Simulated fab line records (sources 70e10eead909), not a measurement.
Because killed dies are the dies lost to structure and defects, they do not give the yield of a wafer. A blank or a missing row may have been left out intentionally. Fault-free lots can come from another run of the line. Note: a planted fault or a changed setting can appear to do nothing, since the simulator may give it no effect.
Matching of chambers :: flow nand harc :: cmp-01 running NHARC_A_CHANNEL_FILL_D2_CMP_10: 4 sister chambers
The step polishes, target thk 150 nm. 14 wafers are shown with their chamber, then 7 later ones without.

== WAFERS PAIRED WITH THEIR CHAMBERS ==
wafer: L535.1
chamber: 0
time to endpoint s (s): 14.6
motor current A (A): 12.5

wafer: L535.3
chamber: 2
time to endpoint s (s): 13.1
motor current A (A): 12.1

wafer: L535.6
chamber: 1
time to endpoint s (s): 13.8
motor current A (A): 11.9

wafer: L537.2
chamber: 1
time to endpoint s (s): 20.5
motor current A (A): 11.6

wafer: L537.3
chamber: 2
time to endpoint s (s): 15.4
motor current A (A): 12.1

wafer: L537.4
chamber: 3
time to endpoint s (s): 19.1
motor current A (A): 12.4

wafer: L542.1
chamber: 1
time to endpoint s (s): 14.7
motor current A (A): 12.0

wafer: L542.4
chamber: 0
time to endpoint s (s): 14.0
motor current A (A): 12.6

wafer: L542.6
chamber: 1
time to endpoint s (s): 15.9
motor current A (A): 11.7

wafer: L550.4
chamber: 2
time to endpoint s (s): 15.4
motor current A (A): 11.8

wafer: L550.5
chamber: 0
time to endpoint s (s): 14.1
motor current A (A): 11.8

wafer: L550.6
chamber: 3
time to endpoint s (s): 19.0
motor current A (A): 11.5

wafer: L552.2
chamber: 3
time to endpoint s (s): 18.0
motor current A (A): 12.1

wafer: L552.3
chamber: 2
time to endpoint s (s): 14.4
motor current A (A): 12.9

SIGNATURES, as means of the wafers listed above
reading: time to endpoint s
chamber 0: 14.233
chamber 1: 16.225
chamber 2: 14.575
chamber 3: 18.700
scatter within a chamber: 1.76

reading: motor current A
chamber 0: 12.300
chamber 1: 11.800
chamber 2: 12.225
chamber 3: 12.000
scatter within a chamber: 0.396
Rule: a wafer lies at a distance from a chamber equal to the root of the sum of squares, over the readings, of (its reading less the chamber's mean, divided by the reading's scatter). The wafer belongs to the nearest chamber; if the next one is less than 2 further off, it can't be placed. The scatter is the square root of a quotient: the sum, over the shown wafers, of each reading's squared deviation from its chamber's mean, divided by wafers minus chambers.

== WAFERS WITHOUT THEIR CHAMBER ==
wafer: L552.5
time to endpoint s (s): 18.4
motor current A (A): 11.3

wafer: L553.3
time to endpoint s (s): 14.7
motor current A (A): 11.9

wafer: L553.4
time to endpoint s (s): 15.4
motor current A (A): 12.5

wafer: L553.5
time to endpoint s (s): 13.3
motor current A (A): 12.7

wafer: L557.2
time to endpoint s (s): 15.4
motor current A (A): 12.3

wafer: L557.3
time to endpoint s (s): 14.5
motor current A (A): 11.4

wafer: L557.6
time to endpoint s (s): 14.3
motor current A (A): 12.7

== EACH ONE'S CHAMBER ==
wafer: L552.5
from the rows above: can't be placed: 1 or 3 or 2 or 0
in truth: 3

wafer: L553.3
from the rows above: can't be placed: 2 or 1 or 0 or 3
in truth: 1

wafer: L553.4
from the rows above: can't be placed: 0 or 2 or 1 or 3
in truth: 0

wafer: L553.5
from the rows above: can't be placed: 0 or 2 or 1
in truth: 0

wafer: L557.2
from the rows above: can't be placed: 2 or 0 or 1 or 3
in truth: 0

wafer: L557.3
from the rows above: can't be placed: 1 or 2 or 0 or 3
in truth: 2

wafer: L557.6
from the rows above: can't be placed: 0 or 2 or 1
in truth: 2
Placed correctly: 0 of 7. From these rows, 7 cannot be placed; in 7 the true chamber is one of the candidates. Wrongly placed: 0.
